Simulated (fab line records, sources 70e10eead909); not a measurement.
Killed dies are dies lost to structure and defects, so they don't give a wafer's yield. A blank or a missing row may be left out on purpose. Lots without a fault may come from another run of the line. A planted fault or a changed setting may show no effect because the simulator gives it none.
Which tool did it? | flow nand_harc | 24 lots, 72 wafers sampled, at 6 steps of a route of 1159

WHAT THE GAUGES READ, wafer by wafer
The record holds no reading of a measuring or inspecting step that can be judged against a usual standard deviation.

WHICH TOOL RAN EACH LOT (tool, then ch and the chambers of the sampled wafers, then the start)
lot  | NHARC_A_STAIRCASE_DESCUM_219       | NHARC_A_STAIRCASE_TRIM_226                    | NHARC_A_STAIRCASE_ETCH_227                    | NHARC_A_STAIRCASE_DEP_259       | NHARC_A_STAIRCASE_STRIP_295                   | NHARC_A_STAIRCASE_ALD_415
L074 | rie_diel-05 ch 1,2, day 11 14:18   | rie_diel-05 ch 0,1, day 11 22:13 or earlier   | rie_diel-05 ch 1,2, day 11 22:13 or earlier   | pecvd-02 ch 0,1,2, day 11 22:13 | rie_diel-04 ch 0,1,3, day 12 06:04 or earlier | ald_hk-02 ch 2,3, day 12 06:04
L075 | rie_diel-11 ch 0,1,2, day 11 14:29 | rie_diel-11 ch 1,2,3, day 11 23:02 or earlier | rie_diel-11 ch 1,2,3, day 11 23:02 or earlier | pecvd-02 ch 1,2, day 11 23:02   | rie_diel-05 ch 0,1,3, day 12 10:37 or earlier | ald_hk-04 ch 1,2,3, day 12 10:37
L076 | rie_diel-04 ch 0,1, day 11 22:16   | rie_diel-04 ch 1,2,3, day 12 05:18 or earlier | rie_diel-04 ch 0,3, day 12 05:18 or earlier   | pecvd-04 ch 0,2, day 12 05:18   | rie_diel-04 ch 0,2,3, day 12 15:18 or earlier | ald_hk-03 ch 2,3, day 12 15:18
L078 | rie_diel-05 ch 0,2,3, day 11 23:41 | rie_diel-05 ch 0,1,2, day 12 06:55 or earlier | rie_diel-05 ch 2,3, day 12 06:55 or earlier   | pecvd-04 ch 0,1, day 12 06:55   | rie_diel-05 ch 0,3, day 12 16:57 or earlier   | ald_hk-04 ch 2,3, day 12 16:57
L077 | rie_diel-11 ch 0,1, day 12 02:01   | rie_diel-11 ch 0,1,2, day 12 08:41 or earlier | rie_diel-11 ch 0,1, day 12 08:41 or earlier   | pecvd-04 ch 1,2, day 12 08:41   | rie_diel-05 ch 0,1,3, day 12 19:17 or earlier | ald_hk-04 ch 2,3, day 12 19:17
L079 | rie_diel-05 ch 0,3, day 12 08:40   | rie_diel-05 ch 0,1,2, day 12 17:33 or earlier | rie_diel-05 ch 0,2,3, day 12 17:33 or earlier | pecvd-01 ch 1,2, day 12 17:33   | rie_diel-11 ch 1,2, day 13 02:31 or earlier   | ald_hk-04 ch 0,1,2, day 13 02:31
L080 | rie_diel-04 ch 0,2,3, day 12 16:07 | rie_diel-04 ch 0,2,3, day 12 23:38 or earlier | rie_diel-04 ch 0,2,3, day 12 23:38 or earlier | pecvd-01 ch 1,2, day 12 23:38   | rie_diel-11 ch 0,1,2, day 13 07:50 or earlier | ald_hk-04 ch 1,2,3, day 13 07:50
L081 | rie_diel-05 ch 1,2, day 12 16:35   | rie_diel-05 ch 2,3, day 13 01:26 or earlier   | rie_diel-05 ch 0,2,3, day 13 01:26 or earlier | pecvd-02 ch 1,2, day 13 01:26   | rie_diel-05 ch 0,1,2, day 13 09:25 or earlier | ald_hk-02 ch 2,3, day 13 09:25
L082 | rie_diel-05 ch 0,2,3, day 13 04:30 | rie_diel-05 ch 0,3, day 13 12:59 or earlier   | rie_diel-05 ch 0,2,3, day 13 12:59 or earlier | pecvd-01 ch 1,2, day 13 12:59   | rie_diel-04 ch 0,3, day 13 22:43 or earlier   | ald_hk-02 ch 1,2, day 13 22:43
L084 | rie_diel-05 ch 2,3, day 13 16:10   | rie_diel-05 ch 1,2,3, day 13 23:09 or earlier | rie_diel-05 ch 1,3, day 13 23:09 or earlier   | pecvd-01 ch 1,2, day 13 23:09   | rie_diel-04 ch 0,1,2, day 14 07:17 or earlier | ald_hk-04 ch 0,1,3, day 14 07:17
L083 | rie_diel-04 ch 0,2, day 13 22:46   | rie_diel-04 ch 0,2, day 14 05:21 or earlier   | rie_diel-04 ch 0,1,2, day 14 05:21 or earlier | pecvd-02 ch 1,2, day 14 05:21   | rie_diel-04 ch 0,1,2, day 14 13:42 or earlier | ald_hk-03 ch 1,3, day 14 13:42
L086 | rie_diel-04 ch 0,2,3, day 14 19:43 | rie_diel-04 ch 0,2,3, day 15 02:57 or earlier | rie_diel-04 ch 0,1,2, day 15 02:57 or earlier | pecvd-04 ch 0,1,2, day 15 02:57 | rie_diel-04 ch 0,1,3, day 15 11:57 or earlier | ald_hk-03 ch 1,2,3, day 15 11:57
L088 | rie_diel-05 ch 0,2,3, day 14 20:04 | rie_diel-05 ch 0,2,3, day 15 04:54 or earlier | rie_diel-05 ch 0,2,3, day 15 04:54 or earlier | pecvd-04 ch 0,1,2, day 15 04:54 | rie_diel-04 ch 1,2,3, day 15 13:46 or earlier | ald_hk-02 ch 1,2,3, day 15 13:46
L087 | rie_diel-11 ch 1,2, day 15 00:10   | rie_diel-11 ch 0,1, day 15 06:53 or earlier   | rie_diel-11 ch 0,1,2, day 15 06:53 or earlier | pecvd-01 ch 1,2, day 15 06:53   | rie_diel-04 ch 0,2,3, day 15 17:13 or earlier | ald_hk-02 ch 0,2,3, day 15 17:13
L085 | rie_diel-05 ch 0,2,3, day 15 02:35 | rie_diel-11 ch 0,1,2, day 15 05:29            | rie_diel-11 ch 1,2, day 15 14:15 or earlier   | pecvd-02 ch 0,1,2, day 15 14:15 | rie_diel-11 ch 0,1,2, day 16 03:12 or earlier | ald_hk-04 ch 1,2,3, day 16 03:12
L089 | rie_diel-11 ch 0,1,3, day 15 06:11 | rie_diel-11 ch 0,2, day 15 20:29 or earlier   | rie_diel-11 ch 2,3, day 15 20:29 or earlier   | pecvd-04 ch 0,1,2, day 15 20:29 | rie_diel-04 ch 0,2, day 16 09:53 or earlier   | ald_hk-03 ch 0,1,3, day 16 09:53
L091 | rie_diel-04 ch 1,2,3, day 15 06:12 | rie_diel-04 ch 1,2,3, day 15 18:41 or earlier | rie_diel-04 ch 0,1,2, day 15 18:41 or earlier | pecvd-04 ch 0,1,2, day 15 18:41 | rie_diel-11 ch 1,2, day 16 08:27 or earlier   | ald_hk-03 ch 2,3, day 16 08:27
L092 | rie_diel-04 ch 0,2, day 15 15:10   | rie_diel-04 ch 0,2,3, day 16 02:59 or earlier | rie_diel-04 ch 0,2, day 16 02:59 or earlier   | pecvd-04 ch 0,2, day 16 02:59   | rie_diel-04 ch 1,3, day 16 14:34 or earlier   | ald_hk-04 ch 0,2,3, day 16 14:34
L090 | rie_diel-04 ch 2,3, day 15 15:54   | rie_diel-04 ch 0,3, day 16 03:38 or earlier   | rie_diel-04 ch 0,1, day 16 03:38 or earlier   | pecvd-01 ch 1,2, day 16 03:38   | rie_diel-11 ch 0,1,2, day 16 14:19 or earlier | ald_hk-02 ch 0,2,3, day 16 14:19
L093 | rie_diel-04 ch 1,2,3, day 15 17:53 | rie_diel-04 ch 0,2,3, day 16 05:35 or earlier | rie_diel-04 ch 1,2,3, day 16 05:35 or earlier | pecvd-04 ch 0,1,2, day 16 05:35 | rie_diel-04 ch 0,1,3, day 16 17:19 or earlier | ald_hk-02 ch 1,2,3, day 16 17:19
L095 | rie_diel-11 ch 0,1,3, day 16 00:46 | rie_diel-11 ch 0,2,3, day 16 08:35 or earlier | rie_diel-11 ch 0,1,2, day 16 08:35 or earlier | pecvd-04 ch 1,2, day 16 08:35   | rie_diel-05 ch 0,2,3, day 16 19:42 or earlier | ald_hk-04 ch 1,2,3, day 16 19:42
L094 | rie_diel-05 ch 0,2,3, day 16 02:45 | rie_diel-05 ch 0,3, day 16 14:35 or earlier   | rie_diel-05 ch 0,2, day 16 14:35 or earlier   | pecvd-04 ch 1,2, day 16 14:35   | rie_diel-04 ch 1,2,3, day 17 01:07 or earlier | ald_hk-03 ch 1,2, day 17 01:07
L096 | rie_diel-05 ch 0,2, day 16 14:59   | rie_diel-05 ch 0,1,2, day 17 00:41 or earlier | rie_diel-05 ch 1,3, day 17 00:41 or earlier   | pecvd-01 ch 1,2, day 17 00:41   | rie_diel-11 ch 0,1, day 17 09:00 or earlier   | ald_hk-04 ch 0,1,2, day 17 09:00
L097 | rie_diel-04 ch 0,2, day 17 00:27   | rie_diel-04 ch 1,2,3, day 17 07:08 or earlier | rie_diel-04 ch 0,1,3, day 17 07:08 or earlier | pecvd-04 ch 0,1, day 17 07:08   | rie_diel-04 ch 1,2,3, day 17 15:22 or earlier | ald_hk-04 ch 1,2, day 17 15:22
- NHARC_A_STAIRCASE_DESCUM_219: chemistry O2, time 3 s.
- NHARC_A_STAIRCASE_TRIM_226: chemistry O2, time 211.2 s.
- NHARC_A_STAIRCASE_ETCH_227: etches the open film in C4F8/O2, target depth 100 nm, time 40.5 s.
- NHARC_A_STAIRCASE_DEP_259: deposits SiON, target thk 30 nm.
- NHARC_A_STAIRCASE_STRIP_295: strips in O2.
- NHARC_A_STAIRCASE_ALD_415: deposits SiO2, target thk 30 nm, pulse time 6 s, ald cycles 300.

WHAT THE TOOLS THEMSELVES READ (means of the sampled wafers that have a number; where no wafer has one, the mark that the record gives instead)
NHARC_A_STAIRCASE_DESCUM_219. Usual: drypump_motor_current_A 5.8 A, standard deviation 0.35; oes_product_au 1.003 a.u., standard deviation 0.0073; rf_vpp_V 57.8 V, standard deviation 0.8; showerhead_plenum_p_Torr 1.91 Torr, standard deviation 0.059; throttle_valve_pct 11.312 %, standard deviation 0.0092.
lot  | tool        | drypump_motor_current_A (A) | oes_product_au (a.u.) | rf_vpp_V (V) | showerhead_plenum_p_Torr (Torr) | throttle_valve_pct (%) | flag
L074 | rie_diel-05 | 5.6                         | 1.001                 | 56.8         | 1.92                            | 11.313                 |
L075 | rie_diel-11 | 5.6                         | 1.009                 | 57.7         | 1.97                            | 11.311                 |
L076 | rie_diel-04 | 5.6                         | 1.008                 | 57.9         | 1.94                            | 11.315                 |
L078 | rie_diel-05 | 5.8                         | 0.999                 | 58.1         | 1.88                            | 11.305                 |
L077 | rie_diel-11 | 5.3                         | 1.011                 | 57.9         | 1.93                            | 11.304                 |
L079 | rie_diel-05 | 6.0                         | 1.000                 | 57.6         | 1.85                            | 11.313                 |
L080 | rie_diel-04 | 5.9                         | 1.005                 | 57.9         | 1.92                            | 11.303                 |
L081 | rie_diel-05 | 5.8                         | 1.008                 | 58.5         | 1.96                            | 11.309                 |
L082 | rie_diel-05 | 5.8                         | 1.000                 | 58.0         | 1.88                            | 11.308                 |
L084 | rie_diel-05 | 5.6                         | 0.999                 | 58.3         | 1.86                            | 11.313                 |
L083 | rie_diel-04 | 5.8                         | 1.001                 | 57.7         | 1.89                            | 11.312                 |
L086 | rie_diel-04 | 5.9                         | 1.005                 | 57.0         | 1.92                            | 11.315                 |
L088 | rie_diel-05 | 5.8                         | 1.009                 | 57.2         | 1.87                            | 11.299                 |
L087 | rie_diel-11 | 5.7                         | 0.998                 | 58.6         | 1.98                            | 11.313                 |
L085 | rie_diel-05 | 5.8                         | 1.006                 | 57.5         | 1.87                            | 11.314                 |
L089 | rie_diel-11 | 5.6                         | 1.007                 | 58.1         | 1.94                            | 11.313                 |
L091 | rie_diel-04 | 5.6                         | 1.001                 | 58.2         | 1.89                            | 11.321                 |
L092 | rie_diel-04 | 5.8                         | 1.005                 | 58.1         | 1.89                            | 11.313                 |
L090 | rie_diel-04 | 5.8                         | 0.996                 | 57.6         | 1.88                            | 11.304                 |
L093 | rie_diel-04 | 5.6                         | 0.996                 | 57.9         | 1.89                            | 11.314                 |
L095 | rie_diel-11 | 5.6                         | 1.005                 | 58.2         | 1.93                            | 11.314                 |
L094 | rie_diel-05 | 5.9                         | 1.008                 | 57.7         | 1.87                            | 11.310                 |
L096 | rie_diel-05 | 5.9                         | 1.007                 | 57.3         | 1.91                            | 11.313                 |
L097 | rie_diel-04 | 5.8                         | 1.005                 | 57.9         | 1.92                            | 11.312                 |

NHARC_A_STAIRCASE_TRIM_226. Usual: drypump_motor_current_A 5.8 A, standard deviation 0.36; oes_product_au 1.003 a.u., standard deviation 0.0086; rf_vpp_V 57.6 V, standard deviation 0.92; showerhead_plenum_p_Torr 3.53 Torr, standard deviation 0.1; throttle_valve_pct 17.036 %, standard deviation 0.0087.
lot  | tool        | drypump_motor_current_A (A) | oes_product_au (a.u.) | rf_vpp_V (V) | showerhead_plenum_p_Torr (Torr) | throttle_valve_pct (%) | flag
L074 | rie_diel-05 | 6.0                         | 1.009                 | 58.0         | 3.63                            | 17.033                 |
L075 | rie_diel-11 | 5.8                         | 1.001                 | 57.9         | 3.67                            | 17.030                 |
L076 | rie_diel-04 | 5.6                         | 0.992                 | 57.0         | 3.50                            | 17.034                 |
L078 | rie_diel-05 | 5.9                         | 1.013                 | 57.5         | 3.57                            | 17.036                 |
L077 | rie_diel-11 | 5.6                         | 1.001                 | 57.9         | 3.63                            | 17.034                 |
L079 | rie_diel-05 | 5.9                         | 1.004                 | 57.6         | 3.57                            | 17.036                 |
L080 | rie_diel-04 | 5.9                         | 1.009                 | 58.2         | 3.54                            | 17.040                 |
L081 | rie_diel-05 | 5.8                         | 1.002                 | 57.7         | 3.40                            | 17.036                 |
L082 | rie_diel-05 | 6.0                         | 1.011                 | 56.7         | 3.41                            | 17.030                 |
L084 | rie_diel-05 | 5.8                         | 1.002                 | 58.2         | 3.49                            | 17.042                 |
L083 | rie_diel-04 | 5.8                         | 0.999                 | 57.6         | 3.55                            | 17.035                 |
L086 | rie_diel-04 | 6.0                         | 0.999                 | 57.8         | 3.53                            | 17.033                 |
L088 | rie_diel-05 | 5.8                         | 1.007                 | 57.2         | 3.45                            | 17.036                 |
L087 | rie_diel-11 | 5.4                         | 1.003                 | 57.2         | 3.56                            | 17.035                 |
L085 | rie_diel-11 | 5.7                         | 1.008                 | 57.6         | 3.62                            | 17.030                 |
L089 | rie_diel-11 | 5.6                         | 1.009                 | 57.7         | 3.59                            | 17.044                 |
L091 | rie_diel-04 | 5.6                         | 1.000                 | 57.8         | 3.49                            | 17.045                 |
L092 | rie_diel-04 | 6.0                         | 1.002                 | 57.3         | 3.52                            | 17.032                 |
L090 | rie_diel-04 | 6.1                         | 0.993                 | 57.0         | 3.56                            | 17.028                 |
L093 | rie_diel-04 | 6.0                         | 1.009                 | 57.6         | 3.52                            | 17.035                 |
L095 | rie_diel-11 | 5.8                         | 1.012                 | 57.4         | 3.61                            | 17.040                 |
L094 | rie_diel-05 | 6.0                         | 1.001                 | 57.6         | 3.40                            | 17.039                 |
L096 | rie_diel-05 | 5.9                         | 1.007                 | 57.5         | 3.55                            | 17.026                 |
L097 | rie_diel-04 | 5.6                         | 0.994                 | 57.9         | 3.48                            | 17.036                 |

NHARC_A_STAIRCASE_ETCH_227. Usual: oes_product_au 0.943 a.u., standard deviation 0.0098; rf_vpp_V 896 V, standard deviation 3.7.
lot  | tool        | oes_product_au (a.u.) | rf_vpp_V (V) | flag
L074 | rie_diel-05 | 0.938                 | 899          |
L075 | rie_diel-11 | 0.947                 | 901          |
L076 | rie_diel-04 | 0.950                 | 898          |
L078 | rie_diel-05 | 0.943                 | 893          |
L077 | rie_diel-11 | 0.955                 | 897          |
L079 | rie_diel-05 | 0.947                 | 894          |
L080 | rie_diel-04 | 0.948                 | 896          |
L081 | rie_diel-05 | 0.938                 | 894          |
L082 | rie_diel-05 | 0.930                 | 893          |
L084 | rie_diel-05 | 0.948                 | 896          |
L083 | rie_diel-04 | 0.944                 | 895          |
L086 | rie_diel-04 | 0.949                 | 896          |
L088 | rie_diel-05 | 0.931                 | 894          |
L087 | rie_diel-11 | 0.949                 | 899          |
L085 | rie_diel-11 | 0.933                 | 899          |
L089 | rie_diel-11 | 0.935                 | 902          |
L091 | rie_diel-04 | 0.942                 | 895          |
L092 | rie_diel-04 | 0.938                 | 895          |
L090 | rie_diel-04 | 0.941                 | 895          |
L093 | rie_diel-04 | 0.934                 | 895          |
L095 | rie_diel-11 | 0.953                 | 899          |
L094 | rie_diel-05 | 0.953                 | 895          |
L096 | rie_diel-05 | 0.937                 | 897          |
L097 | rie_diel-04 | 0.957                 | 896          |

NHARC_A_STAIRCASE_DEP_259. Usual: heater_power_w 822 W, standard deviation 120; showerhead_vpp_V 1154 V, standard deviation 50.
lot  | tool     | heater_power_w (W) | showerhead_vpp_V (V) | flag
L074 | pecvd-02 | 723                | 1193                 |
L075 | pecvd-02 | 828                | 1190                 |
L076 | pecvd-04 | 826                | 1106                 |
L078 | pecvd-04 | 720                | 1109                 |
L077 | pecvd-04 | 764                | 1155                 |
L079 | pecvd-01 | 937                | 1198                 |
L080 | pecvd-01 | 848                | 1162                 |
L081 | pecvd-02 | 779                | 1191                 |
L082 | pecvd-01 | 979                | 1193                 |
L084 | pecvd-01 | 877                | 1156                 |
L083 | pecvd-02 | 767                | 1213                 |
L086 | pecvd-04 | 820                | 1129                 |
L088 | pecvd-04 | 813                | 1126                 |
L087 | pecvd-01 | 1028               | 1201                 |
L085 | pecvd-02 | 804                | 1186                 |
L089 | pecvd-04 | 790                | 1120                 |
L091 | pecvd-04 | 835                | 1122                 |
L092 | pecvd-04 | 759                | 1132                 |
L090 | pecvd-01 | 870                | 1163                 |
L093 | pecvd-04 | 823                | 1123                 |
L095 | pecvd-04 | 768                | 1152                 |
L094 | pecvd-04 | 752                | 1151                 |
L096 | pecvd-01 | 785                | 1159                 |
L097 | pecvd-04 | 846                | 1130                 |

NHARC_A_STAIRCASE_STRIP_295. Usual: drypump_motor_current_A 5.7 A, standard deviation 0.38; oes_product_au 1.001 a.u., standard deviation 0.0087; rf_vpp_V 57.9 V, standard deviation 0.88; showerhead_plenum_p_Torr 3.53 Torr, standard deviation 0.091; throttle_valve_pct 17.037 %, standard deviation 0.0085.
lot  | tool        | drypump_motor_current_A (A) | oes_product_au (a.u.) | rf_vpp_V (V) | showerhead_plenum_p_Torr (Torr) | throttle_valve_pct (%) | flag
L074 | rie_diel-04 | 5.7                         | 0.992                 | 57.3         | 3.55                            | 17.031                 |
L075 | rie_diel-05 | 6.0                         | 1.002                 | 56.5         | 3.52                            | 17.047                 |
L076 | rie_diel-04 | 5.9                         | 1.002                 | 57.6         | 3.54                            | 17.044                 |
L078 | rie_diel-05 | 6.0                         | 1.003                 | 57.5         | 3.42                            | 17.042                 |
L077 | rie_diel-05 | 6.0                         | 1.005                 | 57.6         | 3.52                            | 17.043                 |
L079 | rie_diel-11 | 5.7                         | 1.001                 | 58.9         | 3.65                            | 17.041                 |
L080 | rie_diel-11 | 5.6                         | 1.008                 | 58.6         | 3.63                            | 17.036                 |
L081 | rie_diel-05 | 5.8                         | 1.002                 | 58.5         | 3.56                            | 17.038                 |
L082 | rie_diel-04 | 6.1                         | 0.998                 | 58.3         | 3.58                            | 17.034                 |
L084 | rie_diel-04 | 5.5                         | 0.991                 | 57.9         | 3.51                            | 17.040                 |
L083 | rie_diel-04 | 5.5                         | 0.992                 | 57.9         | 3.51                            | 17.030                 |
L086 | rie_diel-04 | 5.7                         | 1.005                 | 58.1         | 3.54                            | 17.032                 |
L088 | rie_diel-04 | 5.6                         | 0.993                 | 57.7         | 3.49                            | 17.036                 |
L087 | rie_diel-04 | 5.9                         | 1.003                 | 58.4         | 3.53                            | 17.034                 |
L085 | rie_diel-11 | 5.7                         | 1.010                 | 58.3         | 3.62                            | 17.032                 |
L089 | rie_diel-04 | 5.8                         | 1.009                 | 57.6         | 3.48                            | 17.032                 |
L091 | rie_diel-11 | 5.7                         | 1.004                 | 57.9         | 3.64                            | 17.035                 |
L092 | rie_diel-04 | 5.8                         | 0.994                 | 58.7         | 3.52                            | 17.037                 |
L090 | rie_diel-11 | 5.7                         | 1.002                 | 58.5         | 3.61                            | 17.028                 |
L093 | rie_diel-04 | 5.7                         | 1.013                 | 58.5         | 3.53                            | 17.035                 |
L095 | rie_diel-05 | 5.8                         | 1.004                 | 57.3         | 3.44                            | 17.034                 |
L094 | rie_diel-04 | 5.6                         | 0.993                 | 57.8         | 3.48                            | 17.042                 |
L096 | rie_diel-11 | 5.4                         | 0.996                 | 58.4         | 3.56                            | 17.038                 |
L097 | rie_diel-04 | 5.6                         | 1.001                 | 57.1         | 3.47                            | 17.041                 |

NHARC_A_STAIRCASE_ALD_415. Usual: heater_power_w 462 W, standard deviation 44; precursor_pulse_height_rel 1.000, standard deviation 0.019.
lot  | tool      | heater_power_w (W) | precursor_pulse_height_rel | flag
L074 | ald_hk-02 | 474                | 0.984                      |
L075 | ald_hk-04 | 454                | 1.026                      |
L076 | ald_hk-03 | 527                | 0.999                      |
L078 | ald_hk-04 | 448                | 1.005                      |
L077 | ald_hk-04 | 472                | 1.007                      |
L079 | ald_hk-04 | 445                | 1.018                      |
L080 | ald_hk-04 | 456                | 1.007                      |
L081 | ald_hk-02 | 500                | 0.988                      |
L082 | ald_hk-02 | 426                | 1.018                      |
L084 | ald_hk-04 | 460                | 0.983                      |
L083 | ald_hk-03 | 447                | 1.008                      |
L086 | ald_hk-03 | 468                | 1.008                      |
L088 | ald_hk-02 | 462                | 1.006                      |
L087 | ald_hk-02 | 484                | 1.003                      |
L085 | ald_hk-04 | 467                | 1.017                      |
L089 | ald_hk-03 | 460                | 1.011                      |
L091 | ald_hk-03 | 463                | 1.006                      |
L092 | ald_hk-04 | 449                | 0.994                      |
L090 | ald_hk-02 | 482                | 0.992                      |
L093 | ald_hk-02 | 462                | 0.987                      |
L095 | ald_hk-04 | 458                | 0.999                      |
L094 | ald_hk-03 | 514                | 1.002                      |
L096 | ald_hk-04 | 441                | 1.001                      |
L097 | ald_hk-04 | 439                | 1.006                      |

THE ANSWER, worked out from the rows above alone
Rule: a lot is off if the mean of its wafers that have a number lies more than 3 standard deviations from the usual mean. A lot without any number at a reading at which 4 lots or more have one is off too. The other lots that the step has rows for count as sound. The gauges are gone through in route order, then the tools' own readings, and for those a lot's mean is taken as printed above. The first step at which some lot is off is used, and at that step the reading that is off furthest; a lot without a number counts as furthest.
No lot is off at any reading shown: from this, nothing can be told.

WHAT THE SIMULATOR HAD PUT IN
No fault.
